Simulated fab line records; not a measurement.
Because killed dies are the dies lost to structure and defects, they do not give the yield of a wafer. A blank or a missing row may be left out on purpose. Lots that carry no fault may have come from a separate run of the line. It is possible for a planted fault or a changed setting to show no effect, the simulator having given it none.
fab line records    flow n5Finfet
record: lots: 24  wafers: 72  lastDay: 18
route steps=1938 shown BEOL_M11@1599 BEOL_M12@1603 BEOL_M13@1659
lots untouched by any fault: they come from a run of this same line in which no faults occurred
startH: the number of hours between the record's first day and the start of the first shown wafer of the lot    waitH: hours since the lot's step before    " the same as in the row above    L1.1+2: several wafers, shown together as one row    - no value, or no start was given    * or withheld: withheld    < > ~ a bound
route shown NAME@n: a module of which the file shows steps, and the number in the route of the first    usual: the fault-free wafers' mean and standard deviation    same: alike in all rows    chamber/n: place in a boat    sites: per-site readings    _std_site: standard deviation of those values    _edge_site: mean of outer sites minus mean of inner sites    radiusMm: for every site, how far away it sits from the centre of the wafer    mask NAME#n: copy n    behind: the last tool/chamber to shape the wafer    hold: what put the lot on hold/how long, in hours/how the hold closed    device: transistor that didn't switch, given as n, p or np    end of line: the tests these same wafers got at the end of their route    a step without rows: its recipe alone    killed: not the wafer's yield, but the dies lost to structure and defects at the first sort    map: the dies of a wafer, with x for killed, . for not killed, _ for no die there
set.NAME: the setting that was run; set.NAME@STEP: the one run at that earlier step    model.NAME: the simulator's own value behind a step, which no gauge read
steps of the route over a sample of lots; a table a step, a row a wafer
services: from which hour (startH, from the record's first day; less than 0 if before it) a tool's chamber was out of use, for how many hours, and why
== steps ==
step: N5_BEOL_M11_DEP_56
recipe: material: SiCN  targetThkA: 300  tempC: withheld  precursor: 3MS/NH3  pressureTorr: 3  rfW: 675  timeS: 10.5
usual: chamberPressureTorr: 3.000/0.0061  showerheadPlenumPTorr: 4.163/0.021  throttleValvePct: 17.8/1.1
lot.wafer  tool      chamber  startH  waitH  chamberPressureTorr  showerheadPlenumPTorr  throttleValvePct
L074.1     pecvd-02  0        248.47  0.0    2.992                4.162                  18.5
L074.3     "         2        "       "      3.000                4.182                  17.5
L074.5     "         1        "       "      3.000                4.200                  19.6
L075.3     pecvd-01  0        253.15  0.0    2.997                4.154                  17.0
L075.4     "         1        "       "      3.012                4.143                  19.5
L075.6     "         2        "       "      3.002                4.148                  16.2
L076.1     pecvd-02  1        262.63  0.0    3.002                4.204                  20.1
L076.3     "         2        "       "      3.005                4.175                  17.7
L076.6     "         0        "       "      2.995                4.179                  18.5
L077.1     pecvd-04  2        266.33  0.0    3.007                4.160                  16.8
L077.3     "         0        "       "      3.004                4.117                  17.3
L077.5     "         1        "       "      3.001                4.175                  17.0
L079.3     pecvd-02  0        274.70  0.0    3.001                4.175                  18.8
L079.4     "         1        "       "      3.011                4.203                  19.7
L079.6     "         2        "       "      3.003                4.178                  17.7
L078.2     pecvd-01  1        275.24  0.0    2.998                4.142                  19.2
L078.4     "         2        "       "      2.996                4.155                  16.1
L078.5     "         0        "       "      3.006                4.150                  17.2
L080.1     pecvd-01  1        275.58  0.0    3.000                4.140                  19.5
L080.2     "         2        "       "      2.995                4.141                  16.0
L080.6     "         1        "       "      2.988                4.149                  19.2
L081.2     pecvd-04  0        293.06  0.0    2.984                4.122                  17.2
L081.4     "         1        "       "      2.999                4.185                  17.3
L081.5     "         2        "       "      3.001                4.158                  16.9
L082.2     pecvd-01  1        295.99  0.0    2.995                4.144                  19.1
L082.4     "         0        "       "      2.997                4.152                  17.0
L082.6     "         2        "       "      2.990                4.150                  16.2
L083.2     pecvd-02  0        304.92  0.0    3.008                4.191                  18.6
L083.4     "         0        "       "      3.005                4.170                  18.5
L083.5     "         1        "       "      2.992                4.201                  19.6
L084.1     pecvd-04  1        305.18  0.0    2.998                4.183                  17.0
L084.3     "         0        "       "      3.000                4.115                  17.0
L084.4     "         1        "       "      3.003                4.185                  17.1
L085.3     pecvd-04  2        322.60  0.0    3.006                4.164                  17.1
L085.5     "         2        "       "      2.999                4.173                  16.9
L085.6     "         0        "       "      3.002                4.126                  17.1
L087.2     pecvd-04  1        327.34  0.0    3.002                4.186                  17.1
L087.4     "         0        "       "      3.002                4.131                  17.1
L087.6     "         1        "       "      3.001                4.181                  17.1
L088.2     pecvd-04  2        327.87  0.0    3.000                4.154                  17.3
L088.3     "         1        "       "      3.005                4.183                  17.1
L088.5     "         0        "       "      3.005                4.126                  17.1
L086.1     pecvd-02  1        328.34  0.0    2.990                4.198                  19.7
L086.2     "         0        "       "      3.000                4.178                  18.4
L086.5     "         1        "       "      2.991                4.197                  19.4
L089.2     pecvd-01  0        329.22  0.0    3.003                4.148                  17.2
L089.4     "         0        "       "      3.010                4.155                  17.1
L089.6     "         1        "       "      3.010                4.140                  19.2
L091.2     pecvd-02  2        338.81  0.0    3.007                4.170                  17.5
L091.4     "         0        "       "      2.996                4.180                  18.5
L091.6     "         1        "       "      2.987                4.192                  19.7
L090.1     pecvd-02  0        342.40  0.0    2.997                4.177                  18.4
L090.5     "         1        "       "      2.999                4.189                  19.7
L090.6     "         0        "       "      2.998                4.160                  18.5
L092.2     pecvd-01  0        355.84  0.0    3.002                4.157                  17.4
L092.5     "         0        "       "      3.009                4.158                  17.3
L092.6     "         1        "       "      3.004                4.150                  19.4
L093.3     pecvd-01  2        356.42  0.0    3.002                4.167                  16.5
L093.4     "         2        "       "      3.001                4.140                  16.2
L093.5     "         1        "       "      3.006                4.129                  19.2
L094.4     pecvd-04  2        363.98  0.0    3.010                4.167                  17.1
L094.5     "         0        "       "      3.013                4.131                  17.0
L094.6     "         1        "       "      3.003                4.183                  17.2
L095.1     pecvd-01  0        374.00  0.0    3.001                4.166                  17.2
L095.5     "         2        "       "      3.007                4.146                  16.5
L095.6     "         1        "       "      2.992                4.139                  19.6
L097.1     pecvd-02  0        391.93  0.0    3.004                4.182                  18.6
L097.4     "         2        "       "      2.987                4.190                  18.0
L097.5     "         0        "       "      2.997                4.162                  18.6
L096.1     pecvd-02  2        396.75  0.0    2.989                4.181                  17.7
L096.2     "         0        "       "      2.989                4.177                  18.5
L096.3     "         2        "       "      3.000                4.179                  17.9
step: N5_BEOL_M12_THK_MEAS_01
recipe: reads: SiOC_of_BEOL_M12_ILD_DEP_00
usual: M12_ILD_THK: 659/9
lot.wafer  tool          chamber  startH  waitH  M12_ILD_THK[nm]
L074.1     filmMetro-02  -        248.73  0.1    654
L074.3     "             -        "       "      661
L074.5     "             -        "       "      661
L075.3     filmMetro-02  -        253.41  0.1    660
L075.4     "             -        "       "      675
L075.6     "             -        "       "      661
L076.1     filmMetro-02  -        262.94  0.1    647
L076.3     "             -        "       "      664
L076.6     "             -        "       "      669
L077.1     filmMetro-01  -        266.58  0.1    644
L077.3     "             -        "       "      653
L077.5     "             -        "       "      672
L079.3     filmMetro-01  -        274.96  0.1    664
L079.4     "             -        "       "      664
L079.6     "             -        "       "      665
L078.2     filmMetro-02  -        275.50  0.1    662
L078.4     "             -        "       "      659
L078.5     "             -        "       "      658
L080.1     filmMetro-02  -        275.84  0.1    658
L080.2     "             -        "       "      658
L080.6     "             -        "       "      668
L081.2     filmMetro-01  -        293.31  0.1    645
L081.4     "             -        "       "      647
L081.5     "             -        "       "      658
L082.2     filmMetro-02  -        296.25  0.1    660
L082.4     "             -        "       "      680
L082.6     "             -        "       "      664
L083.2     filmMetro-01  -        305.19  0.1    646
L083.4     "             -        "       "      654
L083.5     "             -        "       "      662
L084.1     filmMetro-02  -        305.43  0.1    642
L084.3     "             -        "       "      649
L084.4     "             -        "       "      665
L085.3     filmMetro-02  -        322.86  0.1    661
L085.5     "             -        "       "      667
L085.6     "             -        "       "      659
L087.2     filmMetro-01  -        327.64  0.1    646
L087.4     "             -        "       "      659
L087.6     "             -        "       "      658
L088.2     filmMetro-01  -        328.13  0.1    644
L088.3     "             -        "       "      664
L088.5     "             -        "       "      675
L086.1     filmMetro-02  -        328.60  0.1    664
L086.2     "             -        "       "      652
L086.5     "             -        "       "      667
L089.2     filmMetro-01  -        329.48  0.1    660
L089.4     "             -        "       "      654
L089.6     "             -        "       "      670
L091.2     filmMetro-01  -        339.17  0.1    653
L091.4     "             -        "       "      662
L091.6     "             -        "       "      672
L090.1     filmMetro-02  -        342.76  0.1    653
L090.5     "             -        "       "      664
L090.6     "             -        "       "      664
L092.2     filmMetro-01  -        356.12  0.1    649
L092.5     "             -        "       "      665
L092.6     "             -        "       "      664
L093.3     filmMetro-01  -        356.68  0.1    643
L093.4     "             -        "       "      660
L093.5     "             -        "       "      651
L094.4     filmMetro-02  -        364.23  0.0    677
L094.5     "             -        "       "      678
L094.6     "             -        "       "      662
L095.1     filmMetro-02  -        374.26  0.1    657
L095.5     "             -        "       "      657
L095.6     "             -        "       "      658
L097.1     filmMetro-02  -        392.21  0.1    679
L097.4     "             -        "       "      692
L097.5     "             -        "       "      669
L096.1     filmMetro-01  -        397.02  0.1    658
L096.2     "             -        "       "      653
L096.3     "             -        "       "      647
step: N5_BEOL_M12_ETCH_67
recipe: chemistry: CF4  target: SiARC  targetDepthA: 1430  timeS: 238.3  ionEnergyEv: 80  pressureMtorr: 40  sourceW: 545  biasW: 36  Ar_flow_sccm: 100  cf4FlowSccm: 100  ends: cleared
usual: drypumpMotorCurrentA: 5.7/0.34  etchRfOnTimeS: 232/6.9  oesProductAu: 0.69/0.072  rfVppV: 184.2/1.2  showerheadPlenumPTorr: 2.16/0.072  throttleValvePct: 15.67/0.2
lot.wafer  tool        chamber  startH  waitH  drypumpMotorCurrentA  etchRfOnTimeS  oesProductAu  rfHoursCounterH  rfVppV  showerheadPlenumPTorr  throttleValvePct
L074.1     rieDiel-03  1        250.23  0.0    5.4                   228            0.61          240              181.5   2.03                   15.96
L074.3     "           0        "       "      5.5                   230            0.59          220              185.7   2.19                   16.06
L074.5     "           2        "       "      5.7                   235            0.62          -                182.2   2.05                   15.68
L075.3     rieDiel-01  0        254.90  0.0    6.2                   229            0.67          154              184.3   2.16                   15.87
L075.4     "           1        "       "      5.9                   249            0.65          136              184.8   2.21                   15.45
L075.6     "           3        "       "      5.1                   234            0.78          -                185.3   2.26                   15.32
L076.1     rieDiel-05  3        264.89  0.0    5.3                   222            0.78          36               184.5   2.09                   15.79
L076.3     "           2        "       "      5.8                   222            0.78          45               182.4   2.10                   15.90
L076.6     "           2        "       "      5.9                   222            0.78          -                183.8   2.10                   15.88
L077.1     rieDiel-01  2        267.92  0.0    6.2                   225            0.77          49               184.6   2.19                   15.59
L077.3     "           3        "       "      5.1                   234            0.77          32               186.0   2.26                   15.33
L077.5     "           0        "       "      6.2                   226            0.67          -                183.9   2.16                   15.88
L079.3     rieDiel-05  2        276.52  0.0    5.8                   224            0.77          49               183.3   2.10                   15.90
L079.4     "           0        "       "      5.8                   237            0.61          211              183.8   2.10                   15.60
L079.6     "           0        "       "      5.8                   235            0.63          -                184.9   2.10                   15.59
L078.2     rieDiel-03  0        277.08  0.0    5.6                   233            0.59          229              184.4   2.19                   16.08
L078.4     "           0        "       "      5.6                   232            0.59          -                184.5   2.19                   16.08
L078.5     "           2        "       "      5.7                   236            0.61          -                183.7   2.05                   15.71
L080.1     rieDiel-01  2        277.31  0.0    6.2                   229            0.77          52               183.9   2.19                   15.61
L080.2     "           3        "       "      5.1                   236            0.75          35               185.4   2.26                   15.33
L080.6     "           3        "       "      5.1                   237            0.75          -                187.5   2.26                   15.34
L081.2     rieDiel-05  0        294.84  0.0    5.8                   233            0.62          218              184.4   2.09                   15.60
L081.4     "           0        "       "      5.8                   232            0.62          -                184.9   2.09                   15.61
L081.5     "           3        "       "      5.3                   224            0.76          -                185.2   2.09                   15.84
L082.2     rieDiel-03  2        297.74  0.0    5.7                   236            0.61          210              182.3   2.05                   15.71
L082.4     "           1        "       "      5.4                   229            0.86          -                186.6   2.28                   15.54
L082.6     "           3        "       "      5.6                   222            0.69          -                184.6   2.16                   15.55
L083.2     rieDiel-01  0        306.65  0.0    6.2                   231            0.65          173              184.7   2.15                   15.89
L083.4     "           0        "       "      6.2                   230            0.65          -                184.0   2.15                   15.91
L083.5     "           1        "       "      5.9                   251            0.63          -                185.1   2.21                   15.49
L084.1     rieDiel-03  0        306.91  0.0    5.6                   232            0.58          236              184.2   2.19                   16.10
L084.3     "           1        "       "      5.4                   229            0.83          4                185.8   2.28                   15.53
L084.4     "           2        "       "      5.7                   236            0.61          214              182.8   2.05                   15.73
L085.3     rieDiel-03  0        324.33  0.0    5.6                   234            0.57          242              184.7   2.19                   16.12
L085.5     "           1        "       "      5.4                   232            0.81          -                185.5   2.28                   15.55
L085.6     "           0        "       "      5.6                   233            0.58          -                184.0   2.19                   16.10
L087.2     rieDiel-03  0        328.98  0.0    5.6                   234            0.57          245              183.6   2.18                   16.10
L087.4     "           2        "       "      5.7                   237            0.60          221              182.7   2.05                   15.76
L087.6     "           1        "       "      5.4                   228            0.81          -                186.0   2.28                   15.55
L088.2     rieDiel-03  1        329.47  0.0    5.4                   229            0.81          13               184.4   2.28                   15.55
L088.3     "           0        "       "      5.5                   234            0.58          245              184.8   2.19                   16.12
L088.5     "           3        "       "      5.6                   224            0.69          -                184.7   2.16                   15.56
L086.1     rieDiel-01  3        329.97  0.0    5.1                   238            0.74          47               186.0   2.25                   15.35
L086.2     "           1        "       "      5.9                   254            0.61          165              184.3   2.20                   15.49
L086.5     "           2        "       "      6.2                   232            0.74          -                184.7   2.18                   15.65
L089.2     rieDiel-05  3        330.81  0.0    5.3                   225            0.73          63               182.9   2.08                   15.86
L089.4     "           2        "       "      5.8                   225            0.73          74               183.3   2.10                   15.95
L089.6     "           0        "       "      5.8                   234            0.61          -                185.0   2.09                   15.64
L091.2     rieDiel-03  3        340.73  0.0    5.6                   227            0.68          123              184.5   2.16                   15.59
L091.4     "           2        "       "      5.7                   240            0.59          -                183.9   2.04                   15.76
L091.6     "           3        "       "      5.7                   226            0.67          -                183.4   2.16                   15.58
L090.1     rieDiel-01  0        344.17  0.0    6.2                   229            0.64          185              183.8   2.15                   15.94
L090.5     "           3        "       "      5.1                   236            0.73          -                184.9   2.25                   15.41
L090.6     "           0        "       "      6.2                   229            0.64          -                184.3   2.15                   15.93
L092.2     rieDiel-03  3        357.83  0.0    5.6                   225            0.67          131              182.4   2.15                   15.62
L092.5     "           2        "       "      5.7                   240            0.59          -                182.8   2.04                   15.78
L092.6     "           3        "       "      5.6                   224            0.67          -                185.0   2.16                   15.61
L093.3     rieDiel-05  2        359.60  0.0    5.9                   225            0.73          86               182.3   2.09                   15.96
L093.4     "           0        "       "      5.8                   235            0.60          242              182.0   2.09                   15.66
L093.5     "           2        "       "      5.8                   225            0.73          -                182.7   2.09                   15.98
L094.4     rieDiel-01  2        366.53  0.0    6.2                   230            0.73          80               184.2   2.17                   15.67
L094.5     "           2        "       "      6.2                   230            0.73          -                183.6   2.18                   15.65
L094.6     "           3        "       "      5.1                   235            0.73          -                186.4   2.25                   15.38
L095.1     rieDiel-01  3        376.08  0.0    5.1                   234            0.73          61               185.9   2.25                   15.38
L095.5     "           1        "       "      6.0                   245            0.62          -                185.6   2.20                   15.53
L095.6     "           3        "       "      5.2                   234            0.72          -                186.3   2.25                   15.38
L097.1     rieDiel-05  3        393.82  0.0    5.3                   228            0.70          88               183.4   2.07                   15.90
L097.4     "           3        "       "      5.3                   228            0.70          -                183.8   2.07                   15.91
L097.5     "           2        "       "      5.9                   224            0.71          -                182.8   2.09                   16.00
L096.1     rieDiel-01  1        399.19  0.0    5.9                   248            0.61          186              184.0   2.20                   15.55
L096.2     "           3        "       "      5.2                   235            0.71          68               184.4   2.24                   15.40
L096.3     "           0        "       "      6.2                   225            0.65          197              182.8   2.14                   15.96
step: N5_BEOL_M12_PRE_CLEAN_42
recipe: gas: H2/He  timeS: 30  tempC: 250
usual: heaterPowerW: 337/24  susceptorTempC: 250.01/0.18
lot.wafer  tool           chamber  startH  waitH  heaterPowerW  susceptorTempC
L074.1     pvdSputter-02  -        252.03  0.0    340           250.34
L074.3     "              -        "       "      314           249.66
L074.5     "              -        "       "      336           250.00
L075.3     pvdSputter-01  -        258.53  0.0    295           250.14
L075.4     "              -        "       "      343           249.91
L075.6     "              -        "       "      304           250.09
L077.1     pvdSputter-03  -        271.71  0.0    369           249.73
L077.3     "              -        "       "      311           250.20
L077.5     "              -        "       "      310           249.99
L076.1     pvdSputter-01  -        274.17  0.0    342           250.06
L076.3     "              -        "       "      299           250.04
L076.6     "              -        "       "      376           249.98
L079.3     pvdSputter-03  -        279.61  0.0    334           249.99
L079.4     "              -        "       "      334           249.85
L079.6     "              -        "       "      367           250.08
L078.2     pvdSputter-01  -        282.84  0.0    346           250.20
L078.4     "              -        "       "      294           249.96
L078.5     "              -        "       "      332           249.59
L080.1     pvdSputter-03  -        283.41  0.0    360           250.04
L080.2     "              -        "       "      314           250.06
L080.6     "              -        "       "      310           249.97
L081.2     pvdSputter-03  -        297.40  0.0    372           250.04
L081.4     "              -        "       "      313           250.24
L081.5     "              -        "       "      337           250.42
L082.2     pvdSputter-01  -        302.50  0.0    288           250.17
L082.4     "              -        "       "      367           249.94
L082.6     "              -        "       "      376           250.12
L083.2     pvdSputter-03  -        307.72  0.0    333           249.88
L083.4     "              -        "       "      368           249.83
L083.5     "              -        "       "      337           249.75
L084.1     pvdSputter-03  -        308.14  0.0    363           249.94
L084.3     "              -        "       "      316           249.94
L084.4     "              -        "       "      340           249.95
L085.3     pvdSputter-02  -        325.39  0.0    307           249.91
L085.5     "              -        "       "      366           249.80
L085.6     "              -        "       "      332           250.16
L087.2     pvdSputter-03  -        331.95  0.0    335           250.03
L087.4     "              -        "       "      328           250.27
L087.6     "              -        "       "      365           249.75
L088.2     pvdSputter-02  -        332.24  0.0    307           250.13
L088.3     "              -        "       "      369           250.12
L088.5     "              -        "       "      370           249.92
L086.1     pvdSputter-03  -        332.27  0.0    336           249.86
L086.2     "              -        "       "      373           250.09
L086.5     "              -        "       "      364           249.97
L089.2     pvdSputter-03  -        335.09  0.0    330           250.51
L089.4     "              -        "       "      364           250.01
L089.6     "              -        "       "      334           250.30
L091.2     pvdSputter-01  -        342.17  0.0    327           249.85
L091.4     "              -        "       "      369           250.16
L091.6     "              -        "       "      377           249.82
L090.1     pvdSputter-02  -        347.70  0.0    337           250.20
L090.5     "              -        "       "      354           249.82
L090.6     "              -        "       "      322           250.07
L092.2     pvdSputter-01  -        361.55  0.0    336           249.83
L092.5     "              -        "       "      344           249.91
L092.6     "              -        "       "      295           250.09
L093.3     pvdSputter-01  -        362.41  0.0    361           249.91
L093.4     "              -        "       "      336           250.10
L093.5     "              -        "       "      294           250.00
L094.4     pvdSputter-01  -        368.40  0.0    296           250.38
L094.5     "              -        "       "      295           249.98
L094.6     "              -        "       "      346           249.93
L095.1     pvdSputter-02  -        377.27  0.0    368           250.46
L095.5     "              -        "       "      332           250.32
L095.6     "              -        "       "      312           250.22
L097.1     pvdSputter-03  -        395.29  0.0    327           249.98
L097.4     "              -        "       "      338           249.82
L097.5     "              -        "       "      339           250.03
L096.1     pvdSputter-03  -        402.41  0.0    371           250.00
L096.2     "              -        "       "      336           250.30
L096.3     "              -        "       "      344           250.29
step: N5_BEOL_M12_ANNEAL_48
recipe: tempC: 225  timeS: 90  ambient: N2
usual: wafer_temp_C_max: 225.79/0.22
lot.wafer  tool          chamber  startH  waitH  wafer_temp_C_max
L074.1     rtpAnneal-02  0        253.31  0.9    225.83
L074.3     "             0        "       "      225.78
L074.5     "             0        "       "      225.83
L075.3     rtpAnneal-02  0        259.08  0.2    225.72
L075.4     "             0        "       "      226.02
L075.6     "             0        "       "      226.23
L077.1     rtpAnneal-02  0        272.17  0.1    225.83
L077.3     "             0        "       "      225.78
L077.5     "             0        "       "      225.98
L076.1     rtpAnneal-01  0        274.65  0.1    225.47
L076.3     "             0        "       "      225.80
L076.6     "             0        "       "      225.74
L079.3     rtpAnneal-02  0        280.17  0.2    225.60
L079.4     "             0        "       "      225.61
L079.6     "             0        "       "      225.67
L078.2     rtpAnneal-01  0        283.64  0.3    226.01
L078.4     "             0        "       "      226.09
L078.5     "             0        "       "      225.96
L080.1     rtpAnneal-02  0        283.88  0.1    225.66
L080.2     "             0        "       "      226.12
L080.6     "             0        "       "      225.66
L081.2     rtpAnneal-02  0        298.05  0.3    226.45
L081.4     "             0        "       "      226.12
L081.5     "             0        "       "      226.31
L082.2     rtpAnneal-01  0        303.01  0.1    226.01
L082.4     "             0        "       "      225.59
L082.6     "             0        "       "      226.04
L083.2     rtpAnneal-02  0        308.23  0.1    225.91
L083.4     "             0        "       "      225.58
L083.5     "             0        "       "      225.89
L084.1     rtpAnneal-02  0        308.72  0.2    225.54
L084.3     "             0        "       "      225.70
L084.4     "             0        "       "      225.50
L085.3     rtpAnneal-02  0        325.96  0.2    225.43
L085.5     "             0        "       "      225.74
L085.6     "             0        "       "      225.53
L087.2     rtpAnneal-01  0        332.46  0.2    226.09
L087.4     "             0        "       "      225.86
L087.6     "             0        "       "      225.68
L088.2     rtpAnneal-02  0        332.75  0.1    225.83
L088.3     "             0        "       "      225.66
L088.5     "             0        "       "      225.65
L086.1     rtpAnneal-01  0        332.75  0.1    225.55
L086.2     "             0        "       "      225.71
L086.5     "             0        "       "      226.04
L089.2     rtpAnneal-01  0        335.60  0.1    225.86
L089.4     "             0        "       "      226.03
L089.6     "             0        "       "      225.78
L091.2     rtpAnneal-02  0        342.68  0.1    225.86
L091.4     "             0        "       "      225.85
L091.6     "             0        "       "      225.80
L090.1     rtpAnneal-02  0        348.17  0.1    225.51
L090.5     "             0        "       "      225.54
L090.6     "             0        "       "      225.53
L092.2     rtpAnneal-02  0        362.05  0.1    225.40
L092.5     "             0        "       "      225.61
L092.6     "             0        "       "      225.68
L093.3     rtpAnneal-02  0        362.96  0.2    225.55
L093.4     "             0        "       "      225.58
L093.5     "             0        "       "      225.62
L094.4     rtpAnneal-02  0        369.00  0.2    225.71
L094.5     "             0        "       "      225.87
L094.6     "             0        "       "      225.71
L095.1     rtpAnneal-01  0        377.74  0.1    225.68
L095.5     "             0        "       "      225.86
L095.6     "             0        "       "      226.09
L097.1     rtpAnneal-02  0        395.76  0.1    225.80
L097.4     "             0        "       "      225.90
L097.5     "             0        "       "      225.60
L096.1     rtpAnneal-02  0        403.59  0.8    226.00
L096.2     "             0        "       "      225.96
L096.3     "             0        "       "      226.04
step: N5_BEOL_M13_ILD_DEP_00
recipe: material: SiOC  targetThkA: 8379.2  tempC: 350  precursor: DEMS/O2  pressureTorr: 5  rfW: 500  timeS: 166.4
usual: chamberPressureTorr: 5.000/0.011  heaterPowerOuterW: 273/50  heaterPowerW: 502/65  showerheadPlenumPTorr: 5.690/0.015  susceptorTempC: 350.00/0.2  throttleValvePct: 11.5/0.61
lot.wafer  tool      chamber  startH  waitH  chamberPressureTorr  heaterPowerOuterW  heaterPowerW  showerheadPlenumPTorr  susceptorTempC  throttleValvePct
L074.1     pecvd-01  2        254.10  0.0    5.006                277                495           5.690                  349.96          10.8
L074.3     "         1        "       "      4.978                234                487           5.669                  349.95          12.7
L074.5     "         2        "       "      5.000                198                391           5.700                  349.93          10.6
L075.3     pecvd-01  0        259.77  0.0    4.992                286                499           5.697                  349.83          11.2
L075.4     "         0        "       "      4.998                329                552           5.711                  349.83          11.6
L075.6     "         2        "       "      4.989                276                490           5.690                  349.95          10.4
L077.1     pecvd-04  2        272.95  0.0    4.987                232                447           5.707                  350.21          11.3
L077.3     "         0        "       "      5.019                297                537           5.673                  349.50          11.2
L077.5     "         1        "       "      5.007                315                563           5.702                  350.20          11.1
L076.1     pecvd-04  1        275.43  0.0    4.978                262                484           5.700                  349.97          11.4
L076.3     "         2        "       "      5.009                250                471           5.686                  350.01          11.1
L076.6     "         1        "       "      4.979                297                515           5.710                  349.82          11.3
L079.3     pecvd-01  0        280.87  0.0    5.003                338                549           5.713                  349.95          11.2
L079.4     "         2        "       "      5.000                266                471           5.685                  349.90          10.7
L079.6     "         1        "       "      4.988                180                408           5.669                  350.18          12.7
L078.2     pecvd-04  2        284.38  0.0    4.998                254                472           5.722                  350.27          11.2
L078.4     "         0        "       "      5.014                240                473           5.692                  350.19          11.3
L078.5     "         2        "       "      5.007                183                374           5.708                  350.41          11.5
L080.1     pecvd-01  2        284.66  0.0    4.996                258                471           5.696                  350.15          10.3
L080.2     "         0        "       "      4.986                371                597           5.685                  350.03          11.2
L080.6     "         1        "       "      5.011                175                401           5.680                  349.63          12.8
L081.2     pecvd-01  2        298.78  0.0    5.003                241                452           5.673                  350.26          10.6
L081.4     "         0        "       "      4.999                298                509           5.685                  350.03          11.5
L081.5     "         2        "       "      5.022                259                464           5.683                  350.25          10.8
L082.2     pecvd-01  0        303.77  0.0    5.012                352                579           5.695                  350.34          11.0
L082.4     "         0        "       "      5.014                373                606           5.685                  350.21          11.0
L082.6     "         2        "       "      4.982                264                468           5.697                  350.08          10.6
L083.2     pecvd-04  2        308.96  0.0    5.008                221                430           5.699                  350.05          11.4
L083.4     "         0        "       "      5.009                273                518           5.668                  350.21          11.2
L083.5     "         1        "       "      5.012                291                524           5.716                  349.95          11.3
L084.1     pecvd-01  2        309.56  0.1    4.966                231                423           5.699                  350.19          10.8
L084.3     "         1        "       "      4.988                256                497           5.680                  349.91          12.9
L084.4     "         0        "       "      4.975                372                611           5.691                  349.97          11.3
L085.3     pecvd-04  1        326.80  0.0    5.001                325                537           5.716                  349.85          11.5
L085.5     "         2        "       "      4.980                231                428           5.704                  350.50          11.2
L085.6     "         0        "       "      4.993                235                460           5.669                  350.07          11.2
L087.2     pecvd-01  0        333.20  0.0    5.003                319                564           5.696                  350.29          11.5
L087.4     "         2        "       "      4.989                265                485           5.674                  349.85          10.7
L087.6     "         1        "       "      4.999                231                485           5.677                  350.04          12.8
L088.2     pecvd-04  2        333.48  0.0    5.003                204                389           5.701                  350.23          11.3
L088.3     "         1        "       "      5.005                321                544           5.695                  350.34          11.5
L088.5     "         0        "       "      4.995                237                464           5.671                  349.86          11.6
L086.1     pecvd-01  0        333.53  0.0    5.006                373                612           5.680                  349.69          11.3
L086.2     "         1        "       "      4.991                249                504           5.674                  349.73          12.8
L086.5     "         1        "       "      5.004                177                399           5.667                  349.81          13.0
L089.2     pecvd-04  1        336.35  0.0    5.008                332                575           5.695                  350.24          11.5
L089.4     "         0        "       "      5.003                314                590           5.668                  349.84          11.4
L089.6     "         2        "       "      5.002                261                481           5.707                  350.14          11.2
L091.2     pecvd-04  1        343.41  0.0    5.006                298                538           5.718                  349.97          11.3
L091.4     "         1        "       "      5.005                324                556           5.715                  349.90          11.6
L091.6     "         2        "       "      4.996                185                378           5.703                  349.93          11.1
L090.1     pecvd-03  1        348.94  0.0    5.028                291                528           5.679                  350.09          12.0
L090.5     "         1        "       "      5.002                219                424           5.673                  349.93          12.2
L090.6     "         0        "       "      5.012                350                644           5.674                  350.18          12.3
L092.2     pecvd-04  0        362.79  0.0    4.997                251                468           5.672                  349.87          11.5
L092.5     "         2        "       "      4.991                222                413           5.693                  350.27          11.3
L092.6     "         1        "       "      4.986                319                554           5.705                  349.84          11.3
L093.3     pecvd-04  1        363.65  0.0    4.979                309                545           5.704                  350.17          11.4
L093.4     "         1        "       "      4.992                327                567           5.704                  349.81          11.1
L093.5     "         0        "       "      4.986                230                447           5.662                  350.30          11.3
L094.4     pecvd-04  0        369.70  0.1    4.994                276                534           5.666                  349.56          11.4
L094.5     "         2        "       "      5.012                249                452           5.711                  350.02          11.5
L094.6     "         1        "       "      5.003                251                481           5.724                  349.99          11.2
L095.1     pecvd-03  1        378.52  0.0    4.992                279                509           5.685                  349.98          11.9
L095.5     "         2        "       "      5.015                315                586           5.712                  350.02          11.1
L095.6     "         0        "       "      5.013                303                594           5.688                  349.76          12.0
L097.1     pecvd-04  2        396.54  0.0    5.013                240                446           5.682                  350.02          11.4
L097.4     "         0        "       "      4.995                232                461           5.666                  349.83          11.5
L097.5     "         2        "       "      5.001                255                453           5.694                  350.07          11.5
L096.1     pecvd-03  1        404.69  0.0    4.989                238                435           5.687                  350.03          12.1
L096.2     "         0        "       "      4.989                304                590           5.678                  349.67          11.9
L096.3     "         2        "       "      4.999                274                518           5.711                  349.99          11.4
== services ==
tool        chamber  startH  hours  kind
pecvd-01    1        234.87  10.4   repair
pecvd-02    -        240.78  1.8    repair
rieDiel-03  -        253.52  0.4    repair
pecvd-04    -        255.35  2.8    pm
rieDiel-05  0        265.47  8.7    repair
rieDiel-05  2        279.25  2.4    repair
rieDiel-05  0        287.52  1.8    repair
rieDiel-01  3        288.67  23.6   repair
rieDiel-05  1        290.79  6.3    repair
rieDiel-03  0        293.22  10.1   repair
pecvd-02    2        301.11  4.4    repair
pecvd-04    -        309.26  0.5    repair
pecvd-02    -        313.43  2.2    repair
rieDiel-01  0        317.16  9.8    repair
rieDiel-03  0        336.21  4.9    repair
rieDiel-01  -        349.21  14.6   pm
rieDiel-03  3        359.58  7.1    repair
rieDiel-01  0        372.32  7.8    repair
pecvd-04    -        375.29  6.0    pm
pecvd-02    -        376.41  2.8    pm
rieDiel-03  0        390.45  5.0    repair
rieDiel-01  -        394.50  2.8    pm
rieDiel-03  -        396.96  2.8    pm
pecvd-02    0        397.09  3.0    repair
== key ==
fault none
